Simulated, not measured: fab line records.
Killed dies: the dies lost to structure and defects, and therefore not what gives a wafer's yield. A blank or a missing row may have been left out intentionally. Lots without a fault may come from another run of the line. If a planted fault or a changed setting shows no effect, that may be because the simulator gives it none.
Matching of chambers | flow n5-finfet | N5_GATE_CUT_ALD_22 on ald-sin-01: 4 sister chambers
The step deposits SiNx, target thk 16 nm, pulse time 1 s, ald cycles 320. 8 wafers are shown with their chamber, then 10 later ones without.

## WAFERS PAIRED WITH THEIR CHAMBERS
wafer  | chamber | heater-power-w (W) | precursor-pulse-height-rel
L085.6 | 2       | 946                | 1.006
L086.2 | 3       | 746                | 1.000
L086.6 | 0       | 1011               | 0.982
L090.2 | 0       | 1036               | 0.988
L090.3 | 1       | 887                | 0.977
L090.5 | 3       | 742                | 1.020
L091.3 | 1       | 889                | 0.955
L091.4 | 2       | 981                | 0.969

## WAFERS WHOSE CHAMBER IS MISSING
wafer  | heater-power-w (W) | precursor-pulse-height-rel
L091.6 | 947                | 0.981
L093.1 | 1006               | 1.028
L093.4 | 967                | 1.008
L093.6 | 752                | 0.946
L094.1 | 1024               | 0.990
L094.2 | 731                | 0.997
L094.3 | 882                | 1.001
L097.2 | 983                | 1.011
L097.4 | 1005               | 0.994
L097.5 | 757                | 1.038

## WHICH CHAMBER EACH WENT THROUGH
wafer  | from the rows above     | in truth
L091.6 | 2                       | 2
L093.1 | can't be placed: 0 or 2 | 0
L093.4 | 2                       | 2
L093.6 | 3                       | 3
L094.1 | 0                       | 0
L094.2 | 3                       | 3
L094.3 | 1                       | 1
L097.2 | can't be placed: 2 or 0 | 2
L097.4 | can't be placed: 0 or 2 | 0
L097.5 | 3                       | 3
7 of 10 placed correctly. Cannot be placed on the basis of these rows: 3; the candidates contain the true chamber in 3. Number placed wrongly: 0.
How it was worked out, from the rows above alone: a wafer's distance from a chamber is the root of the sum, over the readings, of the square of ((its reading less the chamber's mean) divided by the reading's scatter). The wafer belongs to the nearest chamber; if the next one is less than 2 further off, it can't be placed. The mean given for a chamber averages the wafers shown for that chamber. The scatter: the root of (the sum of the squares of (reading less its chamber's mean) over the shown wafers, divided by (wafers less chambers)).
